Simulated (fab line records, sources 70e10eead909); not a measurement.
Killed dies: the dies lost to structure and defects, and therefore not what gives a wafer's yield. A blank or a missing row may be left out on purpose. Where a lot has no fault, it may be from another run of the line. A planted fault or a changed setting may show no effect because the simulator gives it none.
Which tool was responsible? / flow nand-harc / 42 wafers from 14 lots sampled at 4 of the route's 1302 steps

WHAT THE GAUGES READ, wafer by wafer
The record holds no reading of a measuring or inspecting step that can be judged against a usual standard deviation.

TOOL THAT RAN EACH LOT (tool first, then ch and the chambers of the sampled wafers, then the start)
lot=L377; NHARC_P_ZERO_WELL_IMPLANT_59=implanter-01 ch 0, day 2 01:02; NHARC_P_STI_DESCUM_14=rie-diel-10 ch 1,2,3, day 2 20:41; NHARC_P_GATE_HM_DEP_102=acl-dep-02 ch 0, day 5 02:43; NHARC_P_GATE_STRIP_108=rie-diel-11 ch 0,1,2, day 5 04:41
lot=L378; NHARC_P_ZERO_WELL_IMPLANT_59=implanter-01 ch 0, day 2 10:44; NHARC_P_STI_DESCUM_14=rie-diel-01 ch 1,2,3, day 3 06:43; NHARC_P_GATE_HM_DEP_102=acl-dep-01 ch 0, day 5 07:46; NHARC_P_GATE_STRIP_108=rie-diel-06 ch 0,2,3, day 5 09:56
lot=L379; NHARC_P_ZERO_WELL_IMPLANT_59=implanter-01 ch 0, day 2 20:47; NHARC_P_STI_DESCUM_14=rie-diel-09 ch 0,3, day 3 17:16; NHARC_P_GATE_HM_DEP_102=acl-dep-01 ch 0, day 5 19:53; NHARC_P_GATE_STRIP_108=rie-diel-03 ch 2,3, day 5 21:43
lot=L380; NHARC_P_ZERO_WELL_IMPLANT_59=implanter-02 ch 0, day 3 06:35; NHARC_P_STI_DESCUM_14=rie-diel-09 ch 0,1,2, day 4 03:41; NHARC_P_GATE_HM_DEP_102=acl-dep-02 ch 0, day 6 08:50; NHARC_P_GATE_STRIP_108=rie-diel-11 ch 0,2,3, day 6 10:58
lot=L381; NHARC_P_ZERO_WELL_IMPLANT_59=implanter-01 ch 0, day 3 16:29; NHARC_P_STI_DESCUM_14=rie-diel-10 ch 0,1,3, day 4 12:55; NHARC_P_GATE_HM_DEP_102=acl-dep-01 ch 0, day 6 08:50; NHARC_P_GATE_STRIP_108=rie-diel-03 ch 1,3, day 6 11:10
lot=L382; NHARC_P_ZERO_WELL_IMPLANT_59=implanter-02 ch 0, day 4 02:50; NHARC_P_STI_DESCUM_14=rie-diel-01 ch 2,3, day 5 01:04; NHARC_P_GATE_HM_DEP_102=acl-dep-01 ch 0, day 7 02:38; NHARC_P_GATE_STRIP_108=rie-diel-03 ch 0,3, day 7 04:41
lot=L383; NHARC_P_ZERO_WELL_IMPLANT_59=implanter-02 ch 0, day 4 12:40; NHARC_P_STI_DESCUM_14=rie-diel-10 ch 0,3, day 5 08:43; NHARC_P_GATE_HM_DEP_102=acl-dep-01 ch 0, day 7 14:18; NHARC_P_GATE_STRIP_108=rie-diel-03 ch 0,2, day 7 16:14
lot=L384; NHARC_P_ZERO_WELL_IMPLANT_59=implanter-01 ch 0, day 4 22:20; NHARC_P_STI_DESCUM_14=rie-diel-10 ch 0,1,3, day 5 15:49; NHARC_P_GATE_HM_DEP_102=acl-dep-03 ch 0, day 7 16:47; NHARC_P_GATE_STRIP_108=rie-diel-03 ch 0,3, day 7 18:50
lot=L386; NHARC_P_ZERO_WELL_IMPLANT_59=implanter-02 ch 0, day 5 18:45; NHARC_P_STI_DESCUM_14=rie-diel-09 ch 0,2,3, day 6 14:35; NHARC_P_GATE_HM_DEP_102=acl-dep-02 ch 0, day 8 14:13; NHARC_P_GATE_STRIP_108=rie-diel-06 ch 1,3, day 8 16:14
lot=L389; NHARC_P_ZERO_WELL_IMPLANT_59=implanter-01 ch 0, day 7 00:42; NHARC_P_STI_DESCUM_14=rie-diel-09 ch 2,3, day 7 20:14; NHARC_P_GATE_HM_DEP_102=acl-dep-02 ch 0, day 9 20:50; NHARC_P_GATE_STRIP_108=rie-diel-06 ch 0,3, day 9 22:53
lot=L390; NHARC_P_ZERO_WELL_IMPLANT_59=implanter-01 ch 0, day 7 10:49; NHARC_P_STI_DESCUM_14=rie-diel-01 ch 1,2, day 8 08:23; NHARC_P_GATE_HM_DEP_102=acl-dep-03 ch 0, day 11 02:40; NHARC_P_GATE_STRIP_108=rie-diel-03 ch 1,2, day 11 04:42
lot=L392; NHARC_P_ZERO_WELL_IMPLANT_59=implanter-01, day 8 07:08; NHARC_P_STI_DESCUM_14=-; NHARC_P_GATE_HM_DEP_102=-; NHARC_P_GATE_STRIP_108=-
lot=L393; NHARC_P_ZERO_WELL_IMPLANT_59=implanter-02, day 8 16:51; NHARC_P_STI_DESCUM_14=-; NHARC_P_GATE_HM_DEP_102=-; NHARC_P_GATE_STRIP_108=-
lot=L400; NHARC_P_ZERO_WELL_IMPLANT_59=implanter-02 ch 0, day 11 15:23; NHARC_P_STI_DESCUM_14=rie-diel-01 ch 0,2, day 12 10:37; NHARC_P_GATE_HM_DEP_102=acl-dep-03 ch 0, day 14 16:32; NHARC_P_GATE_STRIP_108=rie-diel-06 ch 0,2, day 14 18:28
- NHARC_P_ZERO_WELL_IMPLANT_59
- NHARC_P_STI_DESCUM_14: chemistry O2, time 3 s.
- NHARC_P_GATE_HM_DEP_102: deposits aC, target thk 120 nm.
- NHARC_P_GATE_STRIP_108: strips in O2.

AS READ BY THE TOOLS THEMSELVES (means over the sampled wafers that have a number; for cases with no such wafer, the mark the record gives instead)
NHARC_P_ZERO_WELL_IMPLANT_59. Usual: beam-energy-keV 119.99, standard deviation 0.04; beam-on-s 10.00 s, standard deviation 0.19.
lot=L377; tool=implanter-01; beam-energy-keV=119.96; beam-on-s (s)=9.99; flag=
lot=L378; tool=implanter-01; beam-energy-keV=120.00; beam-on-s (s)=10.01; flag=
lot=L379; tool=implanter-01; beam-energy-keV=119.96; beam-on-s (s)=10.23; flag=
lot=L380; tool=implanter-02; beam-energy-keV=120.01; beam-on-s (s)=10.17; flag=
lot=L381; tool=implanter-01; beam-energy-keV=120.00; beam-on-s (s)=9.94; flag=
lot=L382; tool=implanter-02; beam-energy-keV=119.99; beam-on-s (s)=10.00; flag=
lot=L383; tool=implanter-02; beam-energy-keV=119.94; beam-on-s (s)=9.98; flag=
lot=L384; tool=implanter-01; beam-energy-keV=120.02; beam-on-s (s)=10.10; flag=
lot=L386; tool=implanter-02; beam-energy-keV=120.02; beam-on-s (s)=9.97; flag=
lot=L389; tool=implanter-01; beam-energy-keV=119.91; beam-on-s (s)=9.99; flag=
lot=L390; tool=implanter-01; beam-energy-keV=119.99; beam-on-s (s)=10.05; flag=
lot=L392; tool=implanter-01; beam-energy-keV=-; beam-on-s (s)=-; flag=OFF
lot=L393; tool=implanter-02; beam-energy-keV=-; beam-on-s (s)=-; flag=OFF
lot=L400; tool=implanter-02; beam-energy-keV=119.97; beam-on-s (s)=9.97; flag=

NHARC_P_STI_DESCUM_14. Usual: drypump-motor-current-A 5.8 A, standard deviation 0.52; mfc-ar-sccm 0.012 sccm, standard deviation 0.014; oes-product-au 1.000 a.u., standard deviation 0.01; rf-vpp-V 57.8 V, standard deviation 1; showerhead-plenum-p-Torr 1.92 Torr, standard deviation 0.082; throttle-valve-pct 11.311 %, standard deviation 0.0084.
lot=L377; tool=rie-diel-10; drypump-motor-current-A (A)=6.0; mfc-ar-sccm (sccm)=0.012; oes-product-au (a.u.)=0.982; rf-vpp-V (V)=58.4; showerhead-plenum-p-Torr (Torr)=1.95; throttle-valve-pct (%)=11.314; flag=
lot=L378; tool=rie-diel-01; drypump-motor-current-A (A)=5.6; mfc-ar-sccm (sccm)=0.011; oes-product-au (a.u.)=1.012; rf-vpp-V (V)=57.0; showerhead-plenum-p-Torr (Torr)=1.87; throttle-valve-pct (%)=11.311; flag=
lot=L379; tool=rie-diel-09; drypump-motor-current-A (A)=6.4; mfc-ar-sccm (sccm)=0.000; oes-product-au (a.u.)=0.993; rf-vpp-V (V)=58.7; showerhead-plenum-p-Torr (Torr)=1.94; throttle-valve-pct (%)=11.309; flag=
lot=L380; tool=rie-diel-09; drypump-motor-current-A (A)=6.0; mfc-ar-sccm (sccm)=0.017; oes-product-au (a.u.)=1.009; rf-vpp-V (V)=56.9; showerhead-plenum-p-Torr (Torr)=1.93; throttle-valve-pct (%)=11.312; flag=
lot=L381; tool=rie-diel-10; drypump-motor-current-A (A)=5.8; mfc-ar-sccm (sccm)=0.020; oes-product-au (a.u.)=1.000; rf-vpp-V (V)=58.0; showerhead-plenum-p-Torr (Torr)=1.97; throttle-valve-pct (%)=11.314; flag=
lot=L382; tool=rie-diel-01; drypump-motor-current-A (A)=5.2; mfc-ar-sccm (sccm)=0.014; oes-product-au (a.u.)=0.999; rf-vpp-V (V)=57.8; showerhead-plenum-p-Torr (Torr)=1.87; throttle-valve-pct (%)=11.320; flag=
lot=L383; tool=rie-diel-10; drypump-motor-current-A (A)=5.3; mfc-ar-sccm (sccm)=0.017; oes-product-au (a.u.)=0.995; rf-vpp-V (V)=58.6; showerhead-plenum-p-Torr (Torr)=2.03; throttle-valve-pct (%)=11.316; flag=
lot=L384; tool=rie-diel-10; drypump-motor-current-A (A)=5.8; mfc-ar-sccm (sccm)=0.020; oes-product-au (a.u.)=0.998; rf-vpp-V (V)=58.4; showerhead-plenum-p-Torr (Torr)=1.97; throttle-valve-pct (%)=11.308; flag=
lot=L386; tool=rie-diel-09; drypump-motor-current-A (A)=6.0; mfc-ar-sccm (sccm)=0.003; oes-product-au (a.u.)=1.004; rf-vpp-V (V)=57.7; showerhead-plenum-p-Torr (Torr)=1.91; throttle-valve-pct (%)=11.314; flag=
lot=L389; tool=rie-diel-09; drypump-motor-current-A (A)=5.6; mfc-ar-sccm (sccm)=0.006; oes-product-au (a.u.)=1.012; rf-vpp-V (V)=58.4; showerhead-plenum-p-Torr (Torr)=1.83; throttle-valve-pct (%)=11.315; flag=
lot=L390; tool=rie-diel-01; drypump-motor-current-A (A)=6.1; mfc-ar-sccm (sccm)=0.014; oes-product-au (a.u.)=0.999; rf-vpp-V (V)=57.4; showerhead-plenum-p-Torr (Torr)=1.82; throttle-valve-pct (%)=11.306; flag=
lot=L400; tool=rie-diel-01; drypump-motor-current-A (A)=5.5; mfc-ar-sccm (sccm)=0.012; oes-product-au (a.u.)=0.999; rf-vpp-V (V)=57.8; showerhead-plenum-p-Torr (Torr)=1.88; throttle-valve-pct (%)=11.307; flag=

NHARC_P_GATE_HM_DEP_102. Usual: throttle-valve-pct reads 35.001 % (standard deviation 0.009).
lot=L377; tool=acl-dep-02; throttle-valve-pct (%)=35.006; flag=
lot=L378; tool=acl-dep-01; throttle-valve-pct (%)=35.006; flag=
lot=L379; tool=acl-dep-01; throttle-valve-pct (%)=35.014; flag=
lot=L380; tool=acl-dep-02; throttle-valve-pct (%)=35.010; flag=
lot=L381; tool=acl-dep-01; throttle-valve-pct (%)=34.992; flag=
lot=L382; tool=acl-dep-01; throttle-valve-pct (%)=35.000; flag=
lot=L383; tool=acl-dep-01; throttle-valve-pct (%)=35.002; flag=
lot=L384; tool=acl-dep-03; throttle-valve-pct (%)=35.004; flag=
lot=L386; tool=acl-dep-02; throttle-valve-pct (%)=35.004; flag=
lot=L389; tool=acl-dep-02; throttle-valve-pct (%)=35.004; flag=
lot=L390; tool=acl-dep-03; throttle-valve-pct (%)=35.000; flag=
lot=L400; tool=acl-dep-03; throttle-valve-pct (%)=34.998; flag=

NHARC_P_GATE_STRIP_108. Usual: drypump-motor-current-A 5.6 A, standard deviation 0.38; mfc-ar-sccm 0.006 sccm, standard deviation 0.009; oes-product-au 0.999 a.u., standard deviation 0.011; rf-vpp-V 57.9 V, standard deviation 0.96; showerhead-plenum-p-Torr 3.62 Torr, standard deviation 0.15; throttle-valve-pct 17.035 %, standard deviation 0.0085.
lot=L377; tool=rie-diel-11; drypump-motor-current-A (A)=5.6; mfc-ar-sccm (sccm)=0.002; oes-product-au (a.u.)=1.003; rf-vpp-V (V)=58.2; showerhead-plenum-p-Torr (Torr)=3.65; throttle-valve-pct (%)=17.045; flag=
lot=L378; tool=rie-diel-06; drypump-motor-current-A (A)=5.4; mfc-ar-sccm (sccm)=0.001; oes-product-au (a.u.)=1.008; rf-vpp-V (V)=58.1; showerhead-plenum-p-Torr (Torr)=3.70; throttle-valve-pct (%)=17.039; flag=
lot=L379; tool=rie-diel-03; drypump-motor-current-A (A)=5.6; mfc-ar-sccm (sccm)=0.000; oes-product-au (a.u.)=0.987; rf-vpp-V (V)=58.4; showerhead-plenum-p-Torr (Torr)=3.68; throttle-valve-pct (%)=17.039; flag=
lot=L380; tool=rie-diel-11; drypump-motor-current-A (A)=5.5; mfc-ar-sccm (sccm)=0.002; oes-product-au (a.u.)=1.016; rf-vpp-V (V)=58.2; showerhead-plenum-p-Torr (Torr)=3.55; throttle-valve-pct (%)=17.032; flag=
lot=L381; tool=rie-diel-03; drypump-motor-current-A (A)=5.5; mfc-ar-sccm (sccm)=0.010; oes-product-au (a.u.)=0.998; rf-vpp-V (V)=57.4; showerhead-plenum-p-Torr (Torr)=3.66; throttle-valve-pct (%)=17.038; flag=
lot=L382; tool=rie-diel-03; drypump-motor-current-A (A)=6.2; mfc-ar-sccm (sccm)=0.011; oes-product-au (a.u.)=0.993; rf-vpp-V (V)=58.0; showerhead-plenum-p-Torr (Torr)=3.53; throttle-valve-pct (%)=17.032; flag=
lot=L383; tool=rie-diel-03; drypump-motor-current-A (A)=6.1; mfc-ar-sccm (sccm)=0.011; oes-product-au (a.u.)=0.994; rf-vpp-V (V)=57.4; showerhead-plenum-p-Torr (Torr)=3.42; throttle-valve-pct (%)=17.037; flag=
lot=L384; tool=rie-diel-03; drypump-motor-current-A (A)=6.2; mfc-ar-sccm (sccm)=0.011; oes-product-au (a.u.)=0.989; rf-vpp-V (V)=57.4; showerhead-plenum-p-Torr (Torr)=3.53; throttle-valve-pct (%)=17.034; flag=
lot=L386; tool=rie-diel-06; drypump-motor-current-A (A)=5.8; mfc-ar-sccm (sccm)=0.011; oes-product-au (a.u.)=0.999; rf-vpp-V (V)=58.3; showerhead-plenum-p-Torr (Torr)=3.75; throttle-valve-pct (%)=17.038; flag=
lot=L389; tool=rie-diel-06; drypump-motor-current-A (A)=5.2; mfc-ar-sccm (sccm)=0.001; oes-product-au (a.u.)=1.005; rf-vpp-V (V)=58.0; showerhead-plenum-p-Torr (Torr)=3.69; throttle-valve-pct (%)=17.036; flag=
lot=L390; tool=rie-diel-03; drypump-motor-current-A (A)=5.4; mfc-ar-sccm (sccm)=0.010; oes-product-au (a.u.)=1.012; rf-vpp-V (V)=57.0; showerhead-plenum-p-Torr (Torr)=3.55; throttle-valve-pct (%)=17.039; flag=
lot=L400; tool=rie-diel-06; drypump-motor-current-A (A)=5.3; mfc-ar-sccm (sccm)=0.000; oes-product-au (a.u.)=1.003; rf-vpp-V (V)=57.9; showerhead-plenum-p-Torr (Torr)=3.67; throttle-valve-pct (%)=17.037; flag=

THE ANSWER, worked out from the rows above alone
Rule: lot off if the mean of its wafers having a number is beyond 3 standard deviations from the usual mean. Also off: a lot with no number at a reading for which 4 or more lots have one. Any other lot the step has rows for is counted as sound. The gauges are gone through in route order, then the tools' own readings, and for those a lot's mean is taken as printed above. The first step at which some lot is off is used, and at that step the reading that is off furthest; a lot without a number counts as furthest.
Off at NHARC_P_ZERO_WELL_IMPLANT_59 (beam-energy-keV): L392, L393. Without a number there: L392, L393.
If a tool, at that step or one of the process steps before it, ran each lot that is off and ran no sound lot following the first of them, it fits. Not one of the candidates tried fits.

WHAT THE SIMULATOR HAD INSERTED
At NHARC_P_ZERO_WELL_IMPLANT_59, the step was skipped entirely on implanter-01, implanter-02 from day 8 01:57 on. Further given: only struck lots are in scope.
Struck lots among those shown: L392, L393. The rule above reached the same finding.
